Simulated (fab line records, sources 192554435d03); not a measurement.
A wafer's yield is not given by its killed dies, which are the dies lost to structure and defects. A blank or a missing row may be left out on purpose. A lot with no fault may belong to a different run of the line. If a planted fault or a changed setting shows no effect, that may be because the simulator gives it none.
fab line records	flow n5-finfet
record lots=4	wafers=12	last-day=17
route steps=1938 shown BEOL_M11@1536 BEOL_M15@1830
lots that met no fault: from a run of the same line without faults
start-h: hours from the record's first day to the start of the lot's first wafer shown	wait-h: time in hours since the lot's previous step	" unchanged from the row above	L1.1+2: a single row standing in for several wafers	- no value, or no start given	* or withheld: withheld	< > ~ a bound
route shown NAME@n: NAME is a module with steps in the file, n the number in the route of the first one	usual: the fault-free wafers' mean and standard deviation	same: alike in all rows	chamber/n: place in a boat	sites: readings site by site	_std_site: standard deviation of those values	_edge_site: mean of outer sites minus mean of inner sites	radius-mm: for every site, how far away it sits from the centre of the wafer	mask NAME#n: copy n	behind: the tool/chamber that last shaped the wafer	hold: cause of the lot's hold/its duration in hours/its outcome	device: the n, p or np transistor that did not switch	end of line: the route-end tests of the same wafers	a step without rows: its recipe alone	killed: the dies lost at the first sort to structure and to defects; this is not the yield of the wafer	map: dies across one wafer; x = killed, . = not, _ = none there
set.NAME: the run value of the setting; set.NAME@STEP: its run value at that earlier step	model.NAME: the simulator's own value behind a step, which no gauge read
lots at selected steps of the route; one table per step, one row per wafer
services: the hour from which a tool's chamber was out of use, counted from the record's first day as start-h (under 0 if before that day), plus the number of hours and why
## steps
# step N5_BEOL_M11_ILD_DEP_00
# recipe material=SiCOH_lowk	target-thk-a=3085.1	temp-c=300	precursor=DEMS/porogen	pressure-torr=5	rf-w=500	time-s=58
# step N5_BEOL_M11_CURE_71
# recipe temp-c=385	time-s=240	ambient=He/Ar	material=SiCOH_lowk
# step N5_BEOL_M11_PECVD_70
# recipe material=SiO2	target-thk-a=200	temp-c=400	precursor=TEOS/O2	pressure-torr=5.5	rf-w=450	teos-flow-sccm=53.8	gas=O2	flow-sccm=3000	time-s=22.7
# step N5_BEOL_M11_HM_DEP_02
# recipe material=TiN	target-thk-a=200	temp-c=25	chamber-pressure-pa=0.49996
# step N5_BEOL_M11_COAT_59
# recipe resist=SOC	temp-c=250	time-s=60	spin-rpm=1500	resist-thk-nm=100
# step N5_BEOL_M11_COAT_60
# recipe resist=SiARC	temp-c=220	time-s=60	spin-rpm=1500	resist-thk-nm=30
# step N5_BEOL_M11_COAT_05
# recipe resist=CAR-ArF	spin-rpm=1500	resist-thk-nm=90
# step N5_BEOL_M11_EBR_07
# recipe solvent=PGMEA	ebr-width-mm=1.5
# step N5_BEOL_M11_SOFTBAKE_06
# recipe temp-c=110	time-s=60	resist=CAR-ArF
# step N5_BEOL_M11_EXPOSE_08
# recipe mask-id=M11	na=1.35	source-shape=dipole	sigma-inner=0.411	sigma-outer=0.611	polarization=te	dose-mj=53.75
# usual exposure-dose-mJ-cm2=53.72/0.057
# same sigma-inner=0.411
lot.wafer	tool	chamber	start-h	wait-h	mask	exposure-dose-mJ-cm2
L517.1	arfi-scanner-01	0	237.76	-	M11#0	53.62
L517.2	"	0	"	"	M11#0	53.65
L517.5	"	0	"	"	M11#0	53.63
L522.3	arfi-scanner-01	0	255.44	-	M11#0	46.44
L522.4	"	0	"	"	M11#0	46.40
L522.6	"	0	"	"	M11#0	46.39
L526.1	arfi-scanner-01	0	285.87	-	M11#0	47.88
L526.3	"	0	"	"	M11#0	47.93
L526.5	"	0	"	"	M11#0	47.94
L537.3	arfi-scanner-02	0	352.81	-	M11#0	53.74
L537.5	"	0	"	"	M11#0	53.68
L537.6	"	0	"	"	M11#0	53.70
# step N5_BEOL_M11_PEB_09
# recipe peb-temp-c=withheld	peb-time-s=60	resist=CAR-ArF
# step N5_BEOL_M11_DEVELOP_10
# recipe develop-time-s=30	developer=TMAH	resist=CAR-ArF	rinse-liquid=diw	dry=air-spin	dev-temp-c=23
# step N5_BEOL_M11_CD_MEAS_11
# recipe target-cd-nm=64.1	landing-energy-ev=500	detector=se-inlens	polarity=opening
# usual cd-nm=64.3/0.58
lot.wafer	tool	chamber	start-h	wait-h	cd-nm
L517.1	cd-sem-02	0	237.88	-	64.9
L517.2	"	0	"	"	64.1
L517.5	"	0	"	"	63.3
L522.3	cd-sem-02	0	255.56	-	57.4
L522.4	"	0	"	"	57.9
L522.6	"	0	"	"	57.2
L526.1	cd-sem-01	0	285.99	-	57.8
L526.3	"	0	"	"	57.9
L526.5	"	0	"	"	58.2
L537.3	cd-sem-02	0	352.93	-	65.2
L537.5	"	0	"	"	64.8
L537.6	"	0	"	"	64.6
# step N5_BEOL_M11_DESCUM_16
# recipe chemistry=O2	time-s=7.9	source-power-w=50	bias-power-w=20	pressure-mtorr=20	rf-frequency-hz=2.712e+07	temp-c=40	resist=CAR-ArF	o2-flow-sccm=225
# step N5_BEOL_M11_ETCH_61
# recipe chemistry=CF4	target=SiARC	target-depth-a=390	mask-material=CAR-ArF	time-s=65	ion-energy-ev=80	pressure-mtorr=40	source-w=545	bias-w=36	Ar_flow_sccm=100	cf4-flow-sccm=100	ends=cleared
# usual chamber-pressure-mTorr=40.00/0.038	drypump-motor-current-A=5.7/0.38	etch-rf-on-time-s=65.1/1.5	oes-product-au=0.67/0.071	rf-vpp-V=184.3/1.2	showerhead-plenum-p-Torr=2.16/0.079	throttle-valve-pct=15.50/0.23
lot.wafer	tool	chamber	start-h	wait-h	chamber-pressure-mTorr	drypump-motor-current-A	etch-rf-on-time-s	oes-product-au	rf-hours-counter-h	rf-vpp-V	showerhead-plenum-p-Torr	throttle-valve-pct	model.BEOL_M11.cd-offset-nm
L517.1	rie-diel-01	0	238.01	0.0	40.02	5.2	67.2	0.60	192	183.7	2.20	15.71	0.4
L517.2	"	2	"	"	40.08	6.1	63.1	0.60	236	183.0	2.03	15.82	-0.2
L517.5	"	1	"	"	39.98	5.8	64.3	0.61	-	183.6	2.13	15.60	-0.2
L522.3	rie-diel-03	0	255.68	0.0	40.03	5.2	65.1	0.68	83	185.1	2.26	15.28	-7
L522.4	"	1	"	"	39.98	6.0	66.5	0.66	105	185.9	2.25	15.25	-6.2
L522.6	"	3	"	"	39.94	5.9	63.0	0.83	-	184.7	2.19	15.54	-6.8
L526.1	rie-diel-06	3	286.69	0.0	39.97	5.3	64.1	0.69	97	183.4	2.26	15.71	-6.6
L526.3	"	1	"	"	39.93	5.9	63.0	0.72	72	184.7	2.16	15.15	-6
L526.5	"	1	"	"	40.00	5.9	63.1	0.72	-	185.7	2.16	15.14	-6
L537.3	rie-diel-01	0	353.18	0.0	39.99	5.2	67.8	0.58	230	185.0	2.19	15.77	1
L537.5	"	2	"	"	40.02	6.1	62.2	0.82	-	186.5	2.28	15.38	0.6
L537.6	"	3	"	"	40.03	6.2	66.8	0.70	-	182.2	2.08	15.48	0.8
# step N5_BEOL_M11_ETCH_62
# recipe chemistry=N2/H2	target=SOC	target-depth-a=1100	overetch-a=220	mask-material=SiARC	temp-c=40	time-s=165	ion-energy-ev=200	pressure-mtorr=30	source-w=840	bias-w=150	n2-flow-sccm=200	h2-flow-sccm=200
# step N5_BEOL_M11_STRIP_68
# recipe chemistry=N2/H2	temp-c=40	n2-flow-sccm=200	h2-flow-sccm=200	rf-frequency-hz=6e+07
# step N5_BEOL_M11_STRIP_67
# recipe chemistry=CF4	resist=SiARC	power-w=300	bias-power-w=75	pressure-mtorr=50	cf4-flow-sccm=150	rf-frequency-hz=6e+07
# step N5_BEOL_M11_HM_OPEN_17
# recipe chemistry=Cl2/BCl3	target-depth-a=200	overetch-a=60	target=TiN	mask-material=SOC	ion-energy-ev=150	pressure-mtorr=10	icp-w=1000	bias-w=126	Cl2_flow_sccm=53.25	bcl3-flow-sccm=21.75	Ar_flow_sccm=25
# usual chamber-pressure-mTorr=10.001/0.011	drypump-motor-current-A=5.8/0.4	mfc-cl2-sccm=53.25/0.17	oes_ar_750_au=0.75/0.12	oes-product-au=0.65/0.092	throttle-valve-pct=22.33/0.23
lot.wafer	tool	chamber	start-h	wait-h	chamber-pressure-mTorr	drypump-motor-current-A	mfc-cl2-sccm	oes_ar_750_au	oes-product-au	rf-hours-counter-h	throttle-valve-pct	model.BEOL_M11.cd-offset-nm
L517.1	rie-metal-02	1	238.24	0.0	10.009	5.5	53.35	0.66	0.59	90	22.49	0
L517.2	"	0	"	"	10.013	6.1	53.60	0.89	0.76	14	22.04	0.2
L517.5	"	0	"	"	10.012	6.1	53.57	0.89	0.77	-	22.02	-0.2
L522.3	rie-metal-01	1	255.98	0.1	10.012	6.0	53.00	0.64	0.57	-	22.44	-6.6
L522.4	"	1	"	"	10.001	6.1	53.44	0.64	0.56	-	22.47	-6.4
L522.6	"	1	"	"	10.025	6.0	53.22	0.63	0.56	-	22.46	-6.8
L526.1	rie-metal-02	1	286.93	0.0	10.020	5.5	53.22	0.65	0.58	96	22.51	-6.8
L526.3	"	1	"	"	10.014	5.5	53.34	0.66	0.56	-	22.53	-5.8
L526.5	"	1	"	"	9.988	5.5	53.08	0.65	0.57	-	22.50	-6
L537.3	rie-metal-01	0	353.45	0.1	9.997	4.9	53.05	0.90	0.78	-	22.02	1.4
L537.5	"	0	"	"	10.015	4.9	53.29	0.90	0.78	-	22.03	0.6
L537.6	"	1	"	"	10.005	6.0	53.20	0.62	0.56	-	22.48	0.6
# step N5_BEOL_M11_STRIP_19
# recipe chemistry=O2	power-w=400	temp-c=40	pressure-mtorr=30	rf-frequency-hz=6e+07	bias-power-w=0	overash-fraction=0.2	o2-flow-sccm=225
# step N5_BEOL_M11_CD_MEAS_18
# recipe pitch-nm=140	target-cd-nm=70
# usual cd-nm=70.3/0.65
lot.wafer	tool	chamber	start-h	wait-h	cd-nm
L517.1	cd-sem-03	-	238.51	0.0	69.9
L517.2	"	-	"	"	70.0
L517.5	"	-	"	"	69.6
L522.3	cd-sem-02	-	256.21	0.1	63.6
L522.4	"	-	"	"	63.5
L522.6	"	-	"	"	63.0
L526.1	cd-sem-01	-	287.24	0.0	63.3
L526.3	"	-	"	"	64.1
L526.5	"	-	"	"	64.2
L537.3	cd-sem-01	-	353.61	0.1	70.9
L537.5	"	-	"	"	70.8
L537.6	"	-	"	"	70.9
# step N5_BEOL_M11_COAT_63
# recipe resist=SOC	temp-c=250	time-s=60	spin-rpm=1500	resist-thk-nm=100
# step N5_BEOL_M11_COAT_64
# recipe resist=SiARC	temp-c=220	time-s=60	spin-rpm=1500	resist-thk-nm=30
# step N5_BEOL_M11_COAT_22
# recipe resist=CAR-ArF	spin-rpm=1500	resist-thk-nm=90
# step N5_BEOL_M11_EBR_24
# recipe solvent=PGMEA	ebr-width-mm=1.5
# step N5_BEOL_M11_SOFTBAKE_23
# recipe temp-c=110	time-s=60	resist=CAR-ArF
# step N5_BEOL_M11_EXPOSE_25
# recipe mask-id=V10	na=1.35	source-shape=annular	sigma-inner=0.5	sigma-outer=0.8	polarization=unpolarized	dose-mj=85.5
# step N5_BEOL_M11_PEB_26
# recipe peb-temp-c=withheld	peb-time-s=60	resist=CAR-ArF
# step N5_BEOL_M11_DEVELOP_27
# recipe develop-time-s=30	developer=TMAH	resist=CAR-ArF	rinse-liquid=diw	dry=air-spin	dev-temp-c=23
# step N5_BEOL_M11_DESCUM_33
# recipe chemistry=O2	time-s=7.9	source-power-w=50	bias-power-w=20	pressure-mtorr=20	rf-frequency-hz=2.712e+07	temp-c=40	resist=CAR-ArF	o2-flow-sccm=225
# step N5_BEOL_M11_ETCH_65
# recipe chemistry=CF4	target=SiARC	target-depth-a=390	mask-material=CAR-ArF	time-s=65	ion-energy-ev=80	pressure-mtorr=40	source-w=545	bias-w=36	Ar_flow_sccm=100	cf4-flow-sccm=100	ends=cleared
# step N5_BEOL_M11_ETCH_66
# recipe chemistry=N2/H2	target=SOC	target-depth-a=1200	overetch-a=240	mask-material=SiARC	temp-c=40	time-s=180	ion-energy-ev=200	pressure-mtorr=30	source-w=840	bias-w=150	n2-flow-sccm=200	h2-flow-sccm=200
# step N5_BEOL_M11_STRIP_69
# recipe chemistry=N2/H2	temp-c=40	n2-flow-sccm=200	h2-flow-sccm=200	rf-frequency-hz=6e+07
# step N5_BEOL_M11_VIA_ETCH_34
# recipe chemistry=C4F6/O2	target=SiCOH_lowk	target-depth-a=1845	mask-material=SOC	taper-deg=4	time-s=69.2	ion-energy-ev=250	pressure-mtorr=30	source-w=345	bias-w=185	Ar_flow_sccm=300	C4F6_flow_sccm=10	O2_flow_sccm=10
# step N5_BEOL_M15_RC_MEAS_101
# usual COMB_M10=1.45e-11/2.9e-12	COMB_M11=1.42e-11/2.7e-12	COMB_M12=6.3e-12/1.3e-12	COMB_M13=4.7e-12/9.7e-13	COMB_M14=3.6e-12/8.5e-13	COMB_M15=2.5e-12/6.5e-13	COMB_M15_max_site=3.7e-12/8.7e-13	COMB_M5=3.6e-11/7.1e-12	COMB_M6=2.6e-11/5.5e-12	COMB_M7=2.4e-11/5.4e-12	COMB_M8=2.6e-11/4.7e-12	COMB_M9=1.5e-11/3e-12	SERP_M10=3.10/0.07	SERP_M11=3.06/0.083	SERP_M11_max_site=3.14/0.094	SERP_M12=0.635/0.016	SERP_M12_max_site=0.648/0.017	SERP_M13=0.309/0.0072	SERP_M14=0.164/0.0046	SERP_M5=39.9/1.6	SERP_M6=14.3/0.57	SERP_M7=13.8/0.56	SERP_M8=13.9/0.46	SERP_M9=3.07/0.08
lot.wafer	tool	chamber	start-h	wait-h	COMB_M10[S/m]	COMB_M11[S/m]	COMB_M12[S/m]	COMB_M13[S/m]	COMB_M14[S/m]	COMB_M15[S/m]	COMB_M15_max_site[S/m]	COMB_M5[S/m]	COMB_M6[S/m]	COMB_M7[S/m]	COMB_M8[S/m]	COMB_M9[S/m]	SERP_M10[ohm/um]	SERP_M11[ohm/um]	SERP_M11_max_site[ohm/um]	SERP_M12[ohm/um]	SERP_M12_max_site[ohm/um]	SERP_M13[ohm/um]	SERP_M14[ohm/um]	SERP_M5[ohm/um]	SERP_M6[ohm/um]	SERP_M7[ohm/um]	SERP_M8[ohm/um]	SERP_M9[ohm/um]
L517.1	prober-02	0	264.30	0.0	1.5e-11	1.41e-11	7e-12	5.5e-12	3.2e-12	2.5e-12	3.8e-12	3.2e-11	2.4e-11	2.6e-11	3.4e-11	1.89e-11	3.00	2.98	3.10	0.656	0.667	0.299	0.160	39.0	14.0	14.9	14.1	3.21
L517.2	"	0	"	"	1.09e-11	1.73e-11	5.9e-12	4.6e-12	2.7e-12	2.7e-12	3.6e-12	3e-11	2.1e-11	2.1e-11	3e-11	1.18e-11	3.05	3.08	3.19	0.635	0.656	0.301	0.159	40.3	13.7	13.6	13.8	3.06
L517.5	"	0	"	"	1.09e-11	1.79e-11	6.1e-12	5.4e-12	3.2e-12	2.5e-12	4.1e-12	3.3e-11	2e-11	2.7e-11	2.6e-11	1.05e-11	3.07	3.02	3.11	0.642	0.652	0.301	0.160	39.6	13.5	14.4	14.1	3.08
L522.3	prober-01	0	291.02	0.3	1.3e-11	1.53e-11	6.1e-12	4.5e-12	4e-12	3e-12	5.2e-12	4.5e-11	3.4e-11	1.8e-11	3e-11	2e-11	3.10	3.58	3.75	0.634	0.642	0.308	0.169	39.6	14.0	13.4	13.1	2.93
L522.4	"	0	"	"	1.7e-11	9.7e-12	6.2e-12	4.3e-12	2.4e-12	3e-12	5.3e-12	3.5e-11	2.3e-11	1.8e-11	2.2e-11	1.57e-11	3.08	3.52	3.60	0.651	0.656	0.302	0.166	39.3	14.7	13.2	13.7	3.07
L522.6	"	0	"	"	1.27e-11	1.48e-11	5.1e-12	3.7e-12	2.5e-12	3.5e-12	4.3e-12	5.7e-11	2.2e-11	2.6e-11	3e-11	1.8e-11	3.07	3.65	3.70	0.624	0.630	0.309	0.168	39.1	15.1	13.0	13.8	3.05
L526.1	prober-02	0	315.18	0.0	1.09e-11	1.47e-11	3.7e-12	4.6e-12	4.3e-12	2.9e-12	4.1e-12	3.7e-11	2.5e-11	2.1e-11	2.7e-11	1.72e-11	3.17	3.58	3.65	0.656	0.671	0.302	0.166	41.8	13.3	14.6	14.8	3.11
L526.3	"	0	"	"	1.41e-11	1.66e-11	5.5e-12	3.9e-12	5.3e-12	2.9e-12	3.9e-12	3.7e-11	2.2e-11	2.5e-11	2.6e-11	1.52e-11	3.23	3.57	3.70	0.636	0.650	0.298	0.170	38.8	14.6	14.6	13.8	3.05
L526.5	"	0	"	"	8.7e-12	1.82e-11	7e-12	4.3e-12	6.1e-12	4.1e-12	4.7e-12	2.5e-11	2.4e-11	2.5e-11	1.8e-11	1.68e-11	3.16	3.59	3.69	0.650	0.660	0.310	0.164	41.5	13.1	14.7	13.5	3.10
L537.3	prober-02	0	381.84	0.3	1.29e-11	1.72e-11	8e-12	4.4e-12	4e-12	2.7e-12	3.3e-12	3.1e-11	2.1e-11	2.4e-11	2.1e-11	1.52e-11	3.10	2.92	2.95	0.618	0.625	0.308	0.166	41.9	13.3	14.3	14.3	3.16
L537.5	"	0	"	"	1.65e-11	1.46e-11	6.4e-12	6.2e-12	3.7e-12	2.5e-12	3.3e-12	3e-11	2e-11	4.5e-11	3.1e-11	1.64e-11	3.00	3.08	3.16	0.619	0.639	0.316	0.156	38.8	14.1	13.3	14.3	3.10
L537.6	"	0	"	"	1.41e-11	1.77e-11	6.5e-12	5.7e-12	3.6e-12	3.7e-12	5e-12	3.6e-11	2.8e-11	3e-11	3.7e-11	1.32e-11	2.96	2.93	2.99	0.626	0.637	0.319	0.161	42.2	15.4	13.7	14.2	3.04
# sites SERP_M11 radius-mm=0,75,75,75,75,140,140,140,140
L517.1 3.01 3.02 2.98 3.03 3.10 2.88 2.90 2.85 2.96
L522.3 3.54 3.52 3.58 3.61 3.51 3.60 3.75 3.66 3.57
L526.1 3.65 3.61 3.62 3.58 3.58 3.47 3.49 3.51 3.49
L537.3 2.83 2.88 2.84 2.88 2.92 2.93 2.94 2.92 2.95
## services
tool	chamber	start-h	hours	kind
rie-diel-06	-	215.37	0.3	repair
rie-diel-03	3	218.34	1.6	repair
rie-diel-03	-	218.39	7.2	repair
arfi-scanner-02	-	218.71	1.3	pm
arfi-scanner-01	-	219.10	1.0	pm
arfi-scanner-01	-	220.10	0.8	pm
arfi-scanner-01	0	228.48	-	calibration
rie-metal-01	0	247.21	-	clean
rie-metal-01	0	247.21	23.1	scheduled-down
rie-diel-06	3	248.87	4.0	repair
arfi-scanner-02	-	257.86	16.0	pm
rie-diel-01	1	271.31	18.5	repair
arfi-scanner-01	-	271.69	1.0	pm
rie-diel-01	2	282.41	8.8	repair
arfi-scanner-02	-	282.45	1.7	repair
arfi-scanner-01	-	288.63	0.8	repair
arfi-scanner-01	-	295.98	0.8	pm
arfi-scanner-02	-	300.34	1.0	pm
arfi-scanner-01	-	310.06	1.3	pm
arfi-scanner-01	-	312.18	2.7	repair
arfi-scanner-02	-	315.87	0.8	pm
arfi-scanner-02	-	323.05	1.2	repair
arfi-scanner-02	-	344.21	1.3	pm
rie-diel-01	-	346.57	2.8	pm
## key
first-sign step=N5_BEOL_M11_EXPOSE_08	reading=exposure-dose-mJ-cm2	direction=down	sigmas=99+	usual=53.72	struck=47.16
effect step=N5_BEOL_M11_CD_MEAS_11	reading=cd-nm	direction=down	sigmas=11	usual=64.3	struck=57.7	through=control-loop
effect step=N5_BEOL_M11_CD_MEAS_18	reading=cd-nm	direction=down	sigmas=10	usual=70.3	struck=63.6	through=control-loop
effect step=N5_BEOL_M15_RC_MEAS_101	reading=SERP_M11	direction=up	sigmas=6.3	usual=3.06	struck=3.58
model-effect step=N5_BEOL_M11_ETCH_61	value=BEOL_M11.cd-offset-nm	without=0.1333	struck=-6.433
model-effect step=N5_BEOL_M11_HM_OPEN_17	value=BEOL_M11.cd-offset-nm	without=0.1	struck=-6.4
met-at N5_BEOL_M11_EXPOSE_08
struck-wafers L522.3,L522.4,L522.6,L526.1,L526.3,L526.5
loop-trim step=N5_BEOL_M11_EXPOSE_08	setting=dose	lots=L526
onset-between 237.76 255.44
fault kind=process-parameter-drift	tool=arfi-scanner-01	chamber=-	onset-h=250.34	steps=N5_BEOL_M11_EXPOSE_08	channel=dose-mj	offset=-7.2666	shape=step	acts-in=these-recipes-only	stated=53.75
# loop-trim: a control loop set the setting to another value than it would have without faults
